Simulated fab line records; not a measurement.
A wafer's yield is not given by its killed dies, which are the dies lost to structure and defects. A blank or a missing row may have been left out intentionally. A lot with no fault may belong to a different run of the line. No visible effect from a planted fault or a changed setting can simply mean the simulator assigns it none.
Struck lot and sound lot, side by side    flow n5_finfet    15 steps out of a route of 1938
Sound: wafers L470.1, L470.2, L470.4. Struck: wafer L481.3. (L481.1, L481.4 of the same lot were not struck and are left out.) The cause comes at the end.
Order at every step that has rows: each side's tool, ch and its chambers, its first start. Under that, the readings that differ: sound wafers    struck wafers    difference of the means    sigmas: that difference in standard deviations of wafers without a fault.
alike: a reading whose means differ by less than 2 such deviations, as well as words and numbers matching on both sides. not compared: withheld readings; readings where some wafer has no value; bounds like >300 that might hide an equal value; numbers whose values overlap and for which the record gives no deviation.
Wherever a step has rows on one side only, a row that says differs or no value, or a row with sigmas, the two part there. Numbers that don't overlap but have no deviation are shown without sigmas and don't part them. A reading that every wafer of one side lacks parts them only if that side has two wafers or more.

N5_BEOL_M7_OVL_MEAS_29:
  sound on overlay-01 ch 0, day 11 20:19; struck on overlay-01 ch 0, day 13 21:30
  alike: V6_OVL
N5_BEOL_M7_INSPECT_30: inspects for defects (brightfield).
  sound: defect_inspect-02 at day 11 20:23; struck: defect_inspect-01 at day 13 21:34
reading           sound        struck  difference  sigmas
raw_defect_count  435 391 470  235     -197        -2
N5_BEOL_M7_DESCUM_33: chemistry O2, time 7 s.
  sound on rie_diel-05 ch 0,1,3, day 11 20:25; struck on rie_diel-05 ch 3, day 13 21:36
  alike: drypump_motor_current_A, o2_flow_sccm, oes_product_au, rf_fwd_power_W, rf_vpp_V, showerhead_plenum_p_Torr, temp_c, throttle_valve_pct
  not compared: rf_hours_counter_h
N5_BEOL_M7_ETCH_72: etches underlayer in N2/H2, target depth 6.5 nm, time 5.2 s.
  sound on rie_diel-05 ch 0,1,3, day 11 20:27; struck on rie_diel-05 ch 3, day 13 21:38
  alike: bias_w, drypump_motor_current_A, etch_rf_on_time_s, oes_product_au, rf_fwd_power_W, rf_vpp_V, showerhead_plenum_p_Torr, throttle_valve_pct
  not compared: rf_hours_counter_h
N5_BEOL_M7_ETCH_65: etches SiARC in CF4, target depth 15.6 nm, time 26 s.
  sound on rie_diel-05 ch 0,1,3, day 11 20:28; struck on rie_diel-05 ch 3, day 13 21:39
  alike: bias_w, drypump_motor_current_A, etch_rf_on_time_s, oes_product_au, rf_fwd_power_W, rf_vpp_V, showerhead_plenum_p_Torr, throttle_valve_pct
  not compared: rf_hours_counter_h
N5_BEOL_M7_ETCH_66: etches SOC in N2/H2, target depth 80 nm, overetch 16 nm, time 120 s.
  sound on rie_diel-05 ch 0,1,3, day 11 20:29; struck on rie_diel-05 ch 3, day 13 21:41
  alike: bias_w, drypump_motor_current_A, oes_product_au, rf_fwd_power_W, rf_vpp_V, showerhead_plenum_p_Torr, temp_c, throttle_valve_pct
  not compared: rf_hours_counter_h
then, 6 steps without rows for these wafers: N5_BEOL_M7_STRIP_69 (strips in N2/H2); N5_BEOL_M7_STRIP_73 (strips in N2/H2); N5_BEOL_M7_VIA_ETCH_34 (etches SiCOH lowk in C4F6/O2, target depth 125.5 nm, time 50.5 s); N5_BEOL_M7_STRIP_76 (strips in C4F6/O2); N5_BEOL_M7_STRIP_36 (strips in N2/H2); N5_BEOL_M7_TRENCH_ETCH_37 (etches SiCOH lowk in C4F6/O2, target depth 93.478 nm, time 31.2 s).
N5_BEOL_M7_ETCH_41: etches SiCN in CH3F/O2, target depth 31.9 nm, time 57.8 s.
  sound on rie_diel-05 ch 0,1,3, day 11 20:43; struck on rie_diel-05 ch 3, day 13 21:54
reading                   sound              struck  difference  sigmas
bias_w (W)                75.26 75.14 74.84  87.12   +12.04      +50
rf_vpp_V (V)              295.6 298.6 295.2  327.6   +31.1       +22
model.etch.depth_nm (nm)  21.5 21.4 22.25    22.87   +1.15       
  alike: drypump_motor_current_A, oes_product_au, rf_fwd_power_W, showerhead_plenum_p_Torr, throttle_valve_pct
  not compared: rf_hours_counter_h
N5_BEOL_M7_STRIP_80: strips in N2/H2, time 10 s.
  sound: rie_diel-05 ch 0,1,3; struck: rie_diel-05 ch 3
  alike: drypump_motor_current_A, oes_product_au, rf_vpp_V, showerhead_plenum_p_Torr, temp_c, throttle_valve_pct
  not compared: rf_hours_counter_h
-- record jumps: 3 days separate the struck wafers' starts on either side; left off in module BEOL_M7, taken up again in module PASSIVATION, whose first shown step is the route's number 1936 --
N5_PASSIVATION_PROBE_49:
  rows exist in the record for the struck wafers here (prober-02, day 17 01:58), but not for the sound ones

WHERE THEY PART
Earliest at N5_BEOL_M7_INSPECT_30; latest, in this record, at N5_PASSIVATION_PROBE_49.

WHY: whatever the simulator had introduced
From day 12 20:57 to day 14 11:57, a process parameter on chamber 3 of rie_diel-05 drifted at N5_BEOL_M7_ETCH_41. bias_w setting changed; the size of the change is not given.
